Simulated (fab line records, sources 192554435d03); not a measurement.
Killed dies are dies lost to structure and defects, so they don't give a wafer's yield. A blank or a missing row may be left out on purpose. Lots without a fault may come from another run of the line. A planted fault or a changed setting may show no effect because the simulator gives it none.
Chamber matching | flow n5_finfet | N5_BEOL_M3_CO_CAP_55 on cvd_co-02: 3 sister chambers
The step material Co, precursor CCTBA/H2, target thk 2 nm, time 102.1 s. 14 wafers are shown with their chamber, then 7 later ones without.

WAFERS WITH THEIR CHAMBER
wafer  | chamber | heater_power_w (W)
L079.2 | 1       | 261
L079.3 | 0       | 230
L079.6 | 2       | 246
L080.2 | 2       | 246
L080.3 | 0       | 231
L080.4 | 2       | 243
L087.2 | 1       | 262
L087.4 | 1       | 260
L087.5 | 0       | 232
L089.2 | 1       | 264
L089.5 | 1       | 263
L089.6 | 2       | 249
L091.2 | 0       | 227
L091.5 | 2       | 245

SIGNATURES (means of the wafers above)
reading        | chamber 0 | chamber 1 | chamber 2 | scatter within a chamber
heater_power_w | 230.00    | 262.00    | 245.80    | 1.97
Rule: a wafer's distance from a chamber is the root of the sum, over the readings, of the square of ((its reading less the chamber's mean) divided by the reading's scatter). The wafer belongs to the nearest chamber; if the next one is less than 2 further off, it can't be placed. The scatter: the root of (the sum of the squares of (reading less its chamber's mean) over the shown wafers, divided by (wafers less chambers)).

WAFERS WITHOUT THEIR CHAMBER
wafer  | heater_power_w (W)
L091.6 | 232
L092.1 | 248
L092.2 | 258
L092.4 | 233
L095.4 | 261
L095.5 | 248
L095.6 | 237

WHICH CHAMBER EACH WENT THROUGH
wafer  | from the rows above     | in truth
L091.6 | 0                       | 0
L092.1 | 2                       | 2
L092.2 | 1                       | 1
L092.4 | 0                       | 0
L095.4 | 1                       | 1
L095.5 | 2                       | 2
L095.6 | can't be placed: 0 or 2 | 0
Placed correctly: 6 of 7. Can't be placed from these rows: 1 (the true chamber is among the candidates in 1). Placed wrongly: 0.
